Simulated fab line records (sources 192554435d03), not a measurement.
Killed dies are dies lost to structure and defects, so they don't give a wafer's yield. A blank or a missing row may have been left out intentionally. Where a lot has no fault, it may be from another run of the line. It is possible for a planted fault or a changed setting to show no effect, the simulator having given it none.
fab line records	flow n5-finfet	part 1 of 2: steps 1 to 20 of 27
record lots=5	wafers=15	last-day=16
route steps=1938 shown BEOL_M14@1730
lots that met no fault: taken from a fault-free run of the same line
start-h: start of the lot's first displayed wafer, in hours after the record's first day	wait-h: hours from the lot's prior step to this one	" identical to the entry in the row above	L1.1+2: a single row standing in for several wafers	- value missing, or start not given	* or withheld: withheld	< > ~ a bound
route shown NAME@n: NAME is a module with steps in the file, n the number in the route of the first one	usual: mean/standard deviation taken from wafers without a fault	same: alike in all rows	chamber/n: place in a boat	sites: per-site readings	_std_site: how widely they spread, as a standard deviation	_edge_site: mean of outer sites minus mean of inner sites	radius-mm: how far each site lies from the wafer's centre	mask NAME#n: copy n	behind: the last tool/chamber to shape the wafer	hold: reason for holding the lot/hours on hold/outcome of the hold	device: names the non-switching transistor (n, p or np)	end of line: the route-end tests of the same wafers	step lacking rows: just its recipe	killed: the dies lost at the first sort to structure and to defects; this is not the yield of the wafer	map: the dies of a wafer, with x for killed, . for not killed, _ for no die there
set.NAME: the setting that was run; set.NAME@STEP: the one run at that earlier step	model.NAME: the simulator's own value behind a step, which no gauge read
certain route steps with their lots: each step a table, each wafer a row
services: when a tool's chamber went out of use (start-h, in hours from the record's first day, below 0 if earlier), for how many hours, and the reason
## steps
# step N5_BEOL_M14_ETCH_59
# recipe chemistry=N2/H2	target=BARC	target-depth-a=890	overetch-a=267	time-s=67.9	ion-energy-ev=200	pressure-mtorr=30	source-w=840	bias-w=150	n2-flow-sccm=200	h2-flow-sccm=200
# usual drypump-motor-current-A=5.8/0.45	oes-product-au=0.68/0.079	rf-vpp-V=523.7/2.5	showerhead-plenum-p-Torr=2.55/0.08	throttle-valve-pct=18.0/0.31
lot.wafer	tool	chamber	start-h	wait-h	drypump-motor-current-A	oes-product-au	rf-hours-counter-h	rf-vpp-V	showerhead-plenum-p-Torr	throttle-valve-pct
L077.1	rie-diel-01	2	285.34	0.0	5.7	0.62	221	526.4	2.62	18.4
L077.2	"	3	"	"	5.7	0.62	212	522.2	2.52	18.0
L077.5	"	2	"	"	5.7	0.62	-	527.4	2.62	18.4
L080.1	rie-diel-01	0	295.48	0.0	6.3	0.78	31	527.8	2.71	18.0
L080.2	"	2	"	"	5.7	0.62	225	525.5	2.62	18.4
L080.3	"	3	"	"	5.8	0.62	216	522.8	2.52	18.0
L085.4	rie-diel-02	2	324.78	0.0	5.7	0.65	147	524.9	2.56	18.1
L085.5	"	0	"	"	5.3	0.59	-	522.4	2.51	18.5
L085.6	"	1	"	"	5.9	0.60	-	520.8	2.45	18.2
L087.2	rie-diel-01	2	326.85	0.0	5.7	0.61	236	526.4	2.62	18.4
L087.4	"	3	"	"	5.8	0.62	227	522.2	2.51	18.0
L087.6	"	0	"	"	6.3	0.76	-	529.2	2.70	18.0
L092.4	rie-diel-01	2	362.97	0.0	5.7	0.60	248	524.3	2.61	18.4
L092.5	"	1	"	"	6.6	0.69	-	524.9	2.61	17.5
L092.6	"	0	"	"	6.2	0.74	-	527.4	2.70	18.0
# step N5_BEOL_M14_VIA_ETCH_16
# recipe chemistry=C4F8/O2/Ar	target=SiO2	he-inner-torr=15	he-outer-torr=30	target-depth-a=12313	time-s=withheld	ion-energy-ev=800	pressure-mtorr=20	source-w=1905	bias-w=2040	Ar_flow_sccm=400	C4F8_flow_sccm=16	O2_flow_sccm=12	ends=cleared
# usual O2_flow_sccm=12.01/0.036	drypump-motor-current-A=5.8/0.46	oes_f_703_au=0.79/0.1	oes-product-au=0.72/0.089	rf-vpp-V=2222/56	showerhead-plenum-p-Torr=3.43/0.11	throttle-valve-pct=30.9/0.34
lot.wafer	tool	chamber	start-h	wait-h	O2_flow_sccm	drypump-motor-current-A	oes_f_703_au	oes-product-au	rf-vpp-V	showerhead-plenum-p-Torr	throttle-valve-pct
L077.1	rie-diel-01	2	285.39	0.0	12.04	5.7	0.73	0.66	2279	3.51	31.3
L077.2	"	3	"	"	11.99	5.8	0.73	0.65	2208	3.39	30.9
L077.5	"	2	"	"	12.04	5.7	0.74	0.65	2279	3.51	31.3
L080.1	rie-diel-01	0	295.53	0.0	11.96	6.3	0.93	0.83	2131	3.67	31.4
L080.2	"	2	"	"	12.00	5.7	0.74	0.65	2280	3.51	31.3
L080.3	"	3	"	"	12.06	5.7	0.73	0.65	2207	3.39	30.9
L085.4	rie-diel-02	2	324.83	0.0	12.04	5.7	0.72	0.68	2284	3.46	31.0
L085.5	"	0	"	"	12.01	5.3	0.70	0.62	2117	3.38	31.3
L085.6	"	1	"	"	12.02	5.9	0.67	0.62	2275	3.26	30.7
L087.2	rie-diel-01	2	326.90	0.0	11.99	5.7	0.73	0.65	2279	3.50	31.3
L087.4	"	3	"	"	12.03	5.7	0.72	0.64	2207	3.38	30.9
L087.6	"	0	"	"	12.05	6.3	0.90	0.81	2132	3.66	31.4
L092.4	rie-diel-01	2	363.02	0.0	12.00	5.7	0.71	0.63	2278	3.50	31.3
L092.5	"	1	"	"	12.05	6.5	0.82	0.75	2217	3.49	30.3
L092.6	"	0	"	"	12.01	6.3	0.89	0.80	2131	3.66	31.4
# step N5_BEOL_M14_STRIP_63
# recipe chemistry=O2	power-w=600	temp-c=60	pressure-mtorr=30	rf-frequency-hz=6e+07	bias-power-w=0	overash-fraction=0.3	o2-flow-sccm=225
# usual drypump-motor-current-A=5.8/0.46	o2-flow-sccm=225.0/0.62	oes-product-au=0.80/0.096	rf-vpp-V=3.5/0.79	showerhead-plenum-p-Torr=2.10/0.073	throttle-valve-pct=16.75/0.29
lot.wafer	tool	chamber	start-h	wait-h	drypump-motor-current-A	o2-flow-sccm	oes-product-au	rf-hours-counter-h	rf-vpp-V	showerhead-plenum-p-Torr	throttle-valve-pct
L077.1	rie-diel-01	2	-	-	5.7	224.3	0.72	221	3.4	2.19	17.32
L077.2	"	3	"	"	5.7	224.3	0.71	212	4.8	2.07	16.75
L077.5	"	2	"	"	5.7	224.6	0.73	-	4.8	2.19	17.32
L080.1	rie-diel-01	0	-	-	6.3	224.2	0.91	32	3.1	2.23	16.80
L080.2	"	2	"	"	5.7	225.0	0.72	225	2.9	2.19	17.29
L080.3	"	3	"	"	5.8	224.7	0.71	216	2.2	2.06	16.76
L085.4	rie-diel-02	2	-	-	5.7	226.1	0.78	147	3.0	2.11	16.84
L085.5	"	0	"	"	5.2	225.7	0.69	-	2.7	2.07	17.13
L085.6	"	1	"	"	5.9	224.7	0.71	-	3.3	1.98	16.75
L087.2	rie-diel-01	2	-	-	5.7	225.4	0.70	236	4.7	2.18	17.33
L087.4	"	3	"	"	5.7	225.7	0.71	228	4.1	2.06	16.77
L087.6	"	0	"	"	6.3	223.8	0.89	-	4.3	2.23	16.78
L092.4	rie-diel-01	2	-	-	5.7	224.7	0.70	248	3.3	2.18	17.38
L092.5	"	1	"	"	6.5	224.2	0.81	-	2.6	2.15	16.29
L092.6	"	0	"	"	6.3	225.0	0.86	-	3.5	2.23	16.83
# step N5_BEOL_M14_STRIP_64
# recipe chemistry=O2	power-w=600	temp-c=60	pressure-mtorr=30	rf-frequency-hz=6e+07	bias-power-w=0	overash-fraction=0.3	o2-flow-sccm=225
# usual drypump-motor-current-A=5.8/0.46	o2-flow-sccm=225.0/0.69	oes-product-au=0.80/0.096	rf-vpp-V=3.7/0.51	showerhead-plenum-p-Torr=2.10/0.073	throttle-valve-pct=16.75/0.29
lot.wafer	tool	chamber	start-h	wait-h	drypump-motor-current-A	o2-flow-sccm	oes-product-au	rf-hours-counter-h	rf-vpp-V	showerhead-plenum-p-Torr	throttle-valve-pct
L077.1	rie-diel-01	2	-	-	5.6	225.1	0.72	221	4.1	2.19	17.31
L077.2	"	3	"	"	5.8	225.4	0.72	212	3.5	2.07	16.76
L077.5	"	2	"	"	5.7	225.4	0.73	-	3.7	2.19	17.30
L080.1	rie-diel-01	0	-	-	6.3	224.3	0.91	32	3.9	2.24	16.78
L080.2	"	2	"	"	5.7	225.1	0.72	225	4.0	2.19	17.32
L080.3	"	3	"	"	5.8	225.2	0.71	216	3.7	2.06	16.76
L085.4	rie-diel-02	2	-	-	5.7	224.1	0.76	147	3.9	2.10	16.82
L085.5	"	0	"	"	5.3	224.3	0.70	-	3.6	2.07	17.12
L085.6	"	1	"	"	5.8	225.3	0.71	-	3.1	1.98	16.71
L087.2	rie-diel-01	2	-	-	5.7	224.0	0.71	236	3.2	2.18	17.32
L087.4	"	3	"	"	5.7	225.5	0.72	228	3.8	2.06	16.78
L087.6	"	0	"	"	6.2	225.2	0.89	-	3.9	2.23	16.79
L092.4	rie-diel-01	2	-	-	5.7	224.2	0.70	248	3.7	2.18	17.36
L092.5	"	1	"	"	6.5	225.5	0.81	-	3.4	2.15	16.31
L092.6	"	0	"	"	6.3	224.3	0.85	-	3.4	2.23	16.83
# step N5_BEOL_M14_STRIP_71
# recipe chemistry=post-etch-residue-remover	time-s=60	temp-c=25	remover-ph=withheld	remover-water-wt-pct=withheld	remover-fluoride-wt-pct=withheld
lot.wafer	tool	chamber	start-h	wait-h
L077.1+2+5	wet-bench-03	7,1,0	285.68	-
L080.1+2+3	wet-bench-04	4,6,1	295.82	-
L085.4+5+6	wet-bench-02	3,5,0	325.12	-
L087.2+4+6	wet-bench-04	3,7,5	327.19	-
L092.4+5+6	wet-bench-02	4,3,2	363.31	-
# step N5_BEOL_M14_SRD_72
# recipe time-s=30	temp-c=23	rinse-liquid=diw	dry=n2-spin	spin-rpm=1500	dry-time-s=30
# usual spin-rpm=1500.0/0.77
lot.wafer	tool	chamber	start-h	wait-h	spin-rpm
L077.1	wet-bench-03	7	285.70	0.0	1500.3
L077.2	"	1	"	"	1500.1
L077.5	"	0	"	"	1499.9
L080.1	wet-bench-04	4	295.84	0.0	1498.5
L080.2	"	6	"	"	1500.2
L080.3	"	1	"	"	1500.2
L085.4	wet-bench-02	3	325.14	0.0	1499.5
L085.5	"	5	"	"	1499.3
L085.6	"	0	"	"	1499.9
L087.2	wet-bench-04	3	327.21	0.0	1500.6
L087.4	"	7	"	"	1499.3
L087.6	"	5	"	"	1498.9
L092.4	wet-bench-02	4	363.33	0.0	1498.9
L092.5	"	3	"	"	1501.3
L092.6	"	2	"	"	1501.1
# step N5_BEOL_M14_CD_MEAS_17
# recipe target-cd-nm=250	polarity=opening
# usual cd-nm=250/3.2
lot.wafer	tool	chamber	start-h	wait-h	cd-nm
L077.1	cd-sem-03	-	285.74	0.0	253
L077.2	"	-	"	"	253
L077.5	"	-	"	"	249
L080.1	cd-sem-02	-	295.88	0.0	248
L080.2	"	-	"	"	250
L080.3	"	-	"	"	247
L085.4	cd-sem-01	-	325.19	0.0	246
L085.5	"	-	"	"	252
L085.6	"	-	"	"	246
L087.2	cd-sem-02	-	327.25	0.0	247
L087.4	"	-	"	"	248
L087.6	"	-	"	"	248
L092.4	cd-sem-03	-	363.37	0.0	245
L092.5	"	-	"	"	249
L092.6	"	-	"	"	250
# step N5_BEOL_M14_COAT_65
# recipe resist=SOC	temp-c=250	time-s=60	spin-rpm=1500	resist-thk-nm=450
# usual exhaust-pa=45.1/0.77
lot.wafer	tool	chamber	start-h	wait-h	exhaust-pa
L077.1	litho-track-04	0	285.77	0.0	47.0
L077.2	"	0	"	"	45.8
L077.5	"	0	"	"	44.5
L080.1	litho-track-05	0	295.92	0.0	44.7
L080.2	"	0	"	"	46.1
L080.3	"	0	"	"	46.7
L085.4	litho-track-05	0	325.22	0.0	45.1
L085.5	"	0	"	"	45.6
L085.6	"	0	"	"	44.7
L087.2	litho-track-05	0	327.29	0.0	44.7
L087.4	"	0	"	"	44.4
L087.6	"	0	"	"	44.9
L092.4	litho-track-05	0	363.40	0.0	44.4
L092.5	"	0	"	"	45.0
L092.6	"	0	"	"	45.3
# step N5_BEOL_M14_COAT_66
# recipe resist=SiARC	temp-c=220	time-s=60	spin-rpm=1500	resist-thk-nm=110
# usual exhaust-pa=45.2/0.95
lot.wafer	tool	chamber	start-h	wait-h	exhaust-pa
L077.1	litho-track-04	0	-	-	44.8
L077.2	"	0	"	"	46.0
L077.5	"	0	"	"	44.7
L080.1	litho-track-05	0	-	-	45.9
L080.2	"	0	"	"	46.4
L080.3	"	0	"	"	46.2
L085.4	litho-track-05	0	-	-	43.9
L085.5	"	0	"	"	43.9
L085.6	"	0	"	"	44.0
L087.2	litho-track-05	0	-	-	44.1
L087.4	"	0	"	"	44.2
L087.6	"	0	"	"	42.7
L092.4	litho-track-05	0	-	-	44.2
L092.5	"	0	"	"	43.7
L092.6	"	0	"	"	44.3
# step N5_BEOL_M14_COAT_22
# recipe spin-rpm=2888	resist-thk-nm=300
# usual exhaust-pa=45.0/0.99
lot.wafer	tool	chamber	start-h	wait-h	exhaust-pa
L077.1	litho-track-04	0	-	-	43.5
L077.2	"	0	"	"	43.4
L077.5	"	0	"	"	44.7
L080.1	litho-track-05	0	-	-	44.3
L080.2	"	0	"	"	43.2
L080.3	"	0	"	"	41.6
L085.4	litho-track-05	0	-	-	46.5
L085.5	"	0	"	"	46.1
L085.6	"	0	"	"	46.6
L087.2	litho-track-05	0	-	-	45.0
L087.4	"	0	"	"	45.5
L087.6	"	0	"	"	45.0
L092.4	litho-track-05	0	-	-	44.4
L092.5	"	0	"	"	44.4
L092.6	"	0	"	"	44.5
# step N5_BEOL_M14_EBR_24
# recipe solvent=PGMEA	ebr-width-mm=1.5
# usual exhaust-pa=45.0/0.89
lot.wafer	tool	chamber	start-h	wait-h	exhaust-pa
L077.1	litho-track-04	0	-	-	44.2
L077.2	"	0	"	"	44.9
L077.5	"	0	"	"	43.2
L080.1	litho-track-05	0	-	-	45.7
L080.2	"	0	"	"	44.1
L080.3	"	0	"	"	44.3
L085.4	litho-track-05	0	-	-	43.6
L085.5	"	0	"	"	43.1
L085.6	"	0	"	"	43.5
L087.2	litho-track-05	0	-	-	44.5
L087.4	"	0	"	"	45.9
L087.6	"	0	"	"	45.4
L092.4	litho-track-05	0	-	-	44.6
L092.5	"	0	"	"	45.9
L092.6	"	0	"	"	46.1
# step N5_BEOL_M14_SOFTBAKE_23
# recipe temp-c=130	time-s=60
# usual exhaust-pa=44.8/0.82
lot.wafer	tool	chamber	start-h	wait-h	exhaust-pa
L077.1	litho-track-04	0	-	-	45.1
L077.2	"	0	"	"	45.8
L077.5	"	0	"	"	43.9
L080.1	litho-track-05	0	-	-	45.7
L080.2	"	0	"	"	44.2
L080.3	"	0	"	"	45.2
L085.4	litho-track-05	0	-	-	43.4
L085.5	"	0	"	"	45.0
L085.6	"	0	"	"	44.9
L087.2	litho-track-05	0	-	-	44.1
L087.4	"	0	"	"	44.4
L087.6	"	0	"	"	44.7
L092.4	litho-track-05	0	-	-	45.0
L092.5	"	0	"	"	46.3
L092.6	"	0	"	"	45.4
# step N5_BEOL_M14_EXPOSE_25
# recipe mask-id=M14	na=0.8	source-shape=annular	sigma-inner=0.5	sigma-outer=0.8	polarization=unpolarized	target-cd-nm=280	dose-mj=26.6
# same sigma-inner=0.5
lot.wafer	tool	chamber	start-h	wait-h	mask
L077.1+2+5	krf-scanner-01	0	285.89	-	M14#0
L080.1+2+3	krf-scanner-01	0	296.16	-	M14#0
L085.4+5+6	krf-scanner-01	0	325.48	-	M14#0
L087.2+4+6	krf-scanner-01	0	327.41	-	M14#0
L092.4+5+6	krf-scanner-02	0	363.66	-	M14#0
# step N5_BEOL_M14_PEB_26
# recipe peb-temp-c=130	peb-time-s=90
# usual exhaust-pa=45.1/0.94
lot.wafer	tool	chamber	start-h	wait-h	exhaust-pa
L077.1	litho-track-05	0	285.95	0.1	45.0
L077.2	"	0	"	"	46.3
L077.5	"	0	"	"	46.8
L080.1	litho-track-01	0	296.22	0.1	45.1
L080.2	"	0	"	"	44.9
L080.3	"	0	"	"	45.8
L085.4	litho-track-01	0	325.53	0.0	46.0
L085.5	"	0	"	"	44.2
L085.6	"	0	"	"	44.6
L087.2	litho-track-05	0	327.46	0.0	44.1
L087.4	"	0	"	"	45.6
L087.6	"	0	"	"	44.7
L092.4	litho-track-04	0	363.70	0.0	45.7
L092.5	"	0	"	"	45.1
L092.6	"	0	"	"	45.6
# step N5_BEOL_M14_DEVELOP_27
# recipe develop-time-s=45	rinse-liquid=diw	dry=air-spin	dev-temp-c=21
# usual exhaust-pa=45.1/0.88
lot.wafer	tool	chamber	start-h	wait-h	exhaust-pa
L077.1	litho-track-05	0	-	-	45.5
L077.2	"	0	"	"	45.1
L077.5	"	0	"	"	44.2
L080.1	litho-track-01	0	-	-	43.3
L080.2	"	0	"	"	43.7
L080.3	"	0	"	"	44.2
L085.4	litho-track-01	0	-	-	45.3
L085.5	"	0	"	"	46.6
L085.6	"	0	"	"	45.0
L087.2	litho-track-05	0	-	-	45.4
L087.4	"	0	"	"	45.3
L087.6	"	0	"	"	45.7
L092.4	litho-track-04	0	-	-	43.4
L092.5	"	0	"	"	44.8
L092.6	"	0	"	"	45.0
# step N5_BEOL_M14_HARDBAKE_32
# recipe temp-c=130	time-s=120
# usual exhaust-pa=44.9/0.89
lot.wafer	tool	chamber	start-h	wait-h	exhaust-pa
L077.1	litho-track-05	0	-	-	44.5
L077.2	"	0	"	"	44.8
L077.5	"	0	"	"	44.1
L080.1	litho-track-01	0	-	-	44.9
L080.2	"	0	"	"	46.2
L080.3	"	0	"	"	46.3
L085.4	litho-track-01	0	-	-	44.8
L085.5	"	0	"	"	45.0
L085.6	"	0	"	"	45.2
L087.2	litho-track-05	0	-	-	44.6
L087.4	"	0	"	"	45.2
L087.6	"	0	"	"	45.3
L092.4	litho-track-04	0	-	-	43.9
L092.5	"	0	"	"	44.8
L092.6	"	0	"	"	43.8
# step N5_BEOL_M14_CD_MEAS_28
# recipe target-cd-nm=284.4	landing-energy-ev=500	detector=se-inlens
# usual cd-nm=283/3.3
lot.wafer	tool	chamber	start-h	wait-h	cd-nm
L077.1	cd-sem-03	0	286.06	-	283
L077.2	"	0	"	"	286
L077.5	"	0	"	"	284
L080.1	cd-sem-02	0	296.33	-	282
L080.2	"	0	"	"	284
L080.3	"	0	"	"	282
L085.4	cd-sem-02	0	325.65	-	276
L085.5	"	0	"	"	281
L085.6	"	0	"	"	281
L087.2	cd-sem-03	0	327.58	-	281
L087.4	"	0	"	"	284
L087.6	"	0	"	"	287
L092.4	cd-sem-02	0	363.82	-	280
L092.5	"	0	"	"	285
L092.6	"	0	"	"	285
# step N5_BEOL_M14_OVL_MEAS_29
# recipe points-per-wafer=44
# usual M14_OVL=1/5
lot.wafer	tool	chamber	start-h	wait-h	M14_OVL[nm]
L077.1	overlay-02	0	286.09	0.0	-2
L077.2	"	0	"	"	-3
L077.5	"	0	"	"	2
L080.1	overlay-01	0	296.36	0.0	-2
L080.2	"	0	"	"	-4
L080.3	"	0	"	"	7
L085.4	overlay-01	0	325.67	0.0	9
L085.5	"	0	"	"	4
L085.6	"	0	"	"	-2
L087.2	overlay-01	0	327.61	0.0	2
L087.4	"	0	"	"	-2
L087.6	"	0	"	"	3
L092.4	overlay-02	0	363.85	0.0	1
L092.5	"	0	"	"	5
L092.6	"	0	"	"	8
# step N5_BEOL_M14_INSPECT_30
# recipe mode=adi	inspect-instrument=macro
# usual raw-defect-count=2.2/1.4
lot.wafer	tool	chamber	start-h	wait-h	raw-defect-count
L077.1	defect-inspect-01	-	286.12	0.0	2
L077.2	"	-	"	"	0
L077.5	"	-	"	"	2
L080.1	defect-inspect-02	-	296.39	0.0	1
L080.2	"	-	"	"	1
L080.3	"	-	"	"	2
L085.4	defect-inspect-01	-	325.70	0.0	3
L085.5	"	-	"	"	4
L085.6	"	-	"	"	1
L087.2	defect-inspect-02	-	327.63	0.0	2
L087.4	"	-	"	"	3
L087.6	"	-	"	"	1
L092.4	defect-inspect-02	-	363.87	0.0	2
L092.5	"	-	"	"	2
L092.6	"	-	"	"	1
# step N5_BEOL_M14_DESCUM_33
# recipe chemistry=O2	time-s=7.9	source-power-w=50	bias-power-w=20	pressure-mtorr=20	rf-frequency-hz=2.712e+07	temp-c=40	o2-flow-sccm=225
# usual drypump-motor-current-A=5.9/0.44	o2-flow-sccm=225.0/0.63	oes-product-au=0.79/0.091	rf-vpp-V=243.0/1.3	showerhead-plenum-p-Torr=2.10/0.074	throttle-valve-pct=20.5/0.33
lot.wafer	tool	chamber	start-h	wait-h	drypump-motor-current-A	o2-flow-sccm	oes-product-au	rf-hours-counter-h	rf-vpp-V	showerhead-plenum-p-Torr	throttle-valve-pct
L077.1	rie-diel-05	3	286.15	0.0	5.6	224.7	0.94	8	244.1	2.14	20.0
L077.2	"	2	"	"	5.9	225.7	0.68	240	241.2	2.06	20.5
L077.5	"	1	"	"	4.8	224.8	0.66	-	244.1	2.16	21.0
L080.1	rie-diel-05	3	296.42	0.0	5.6	224.6	0.94	12	243.5	2.14	20.0
L080.2	"	2	"	"	5.9	224.4	0.69	244	242.6	2.06	20.5
L080.3	"	1	"	"	4.7	224.6	0.65	250	243.4	2.16	21.0
L085.4	rie-diel-01	1	325.73	0.0	6.6	225.1	0.84	47	242.9	2.15	20.0
L085.5	"	2	"	"	5.7	224.6	0.71	-	243.6	2.18	21.2
L085.6	"	1	"	"	6.5	225.3	0.83	-	245.5	2.15	20.0
L087.2	rie-diel-01	1	327.68	0.0	6.5	225.2	0.84	48	242.5	2.15	20.0
L087.4	"	0	"	"	6.3	224.7	0.88	43	245.3	2.23	20.7
L087.6	"	2	"	"	5.7	225.3	0.71	-	244.2	2.18	21.2
L092.4	rie-diel-01	1	363.91	0.0	6.6	225.8	0.82	62	243.9	2.15	20.0
L092.5	"	3	"	"	5.7	224.6	0.70	-	242.9	2.05	20.6
L092.6	"	2	"	"	5.7	225.2	0.70	-	245.3	2.18	21.2
